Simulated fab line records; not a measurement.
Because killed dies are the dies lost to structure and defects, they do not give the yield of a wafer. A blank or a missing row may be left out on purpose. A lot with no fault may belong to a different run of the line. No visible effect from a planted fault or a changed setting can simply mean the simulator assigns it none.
Chamber matching	flow n5-finfet	N5_BEOL_M4_ILD_DEP_00 on pecvd-03 has 3 sister chambers
The step deposits SiOC from DEMS/O2, target thk 79 nm, time 15.3 s. 6 wafers are shown with their chamber, then 8 later ones without.

## WAFERS WITH THEIR CHAMBER
wafer	chamber	throttle-valve-pct (%)	heater-power-w (W)
L080.1	0	13.1	435
L080.5	0	13.5	450
L085.3	1	11.8	484
L085.4	1	11.8	484
L085.6	2	11.8	428
L088.1	2	11.7	413

## WAFERS MISSING THEIR CHAMBER
wafer	throttle-valve-pct (%)	heater-power-w (W)
L088.2	13.3	435
L088.4	13.1	445
L089.1	11.9	376
L089.5	12.1	448
L089.6	12.0	382
L092.4	13.4	411
L092.5	11.9	549
L092.6	12.2	410

## WHICH CHAMBER EACH WENT THROUGH
wafer	from the rows above	in truth
L088.2	0	0
L088.4	0	0
L089.1	2	2
L089.5	can't be placed: 2 or 1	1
L089.6	2	2
L092.4	0	0
L092.5	1	1
L092.6	2	2
Correctly placed: 7 of 8. These rows do not allow placing 1 (true chamber among the candidates in 1). Number placed wrongly: 0.
How it was worked out, from the rows above alone: a wafer's distance from a chamber is the root of the sum, over the readings, of the square of ((its reading less the chamber's mean) divided by the reading's scatter). If the next closest chamber is less than 2 further off than the closest, the wafer can't be placed; otherwise it belongs to the closest. Each chamber's mean is taken over the wafers shown for it. The scatter: the root of (the sum of the squares of (reading less its chamber's mean) over the shown wafers, divided by (wafers less chambers)).
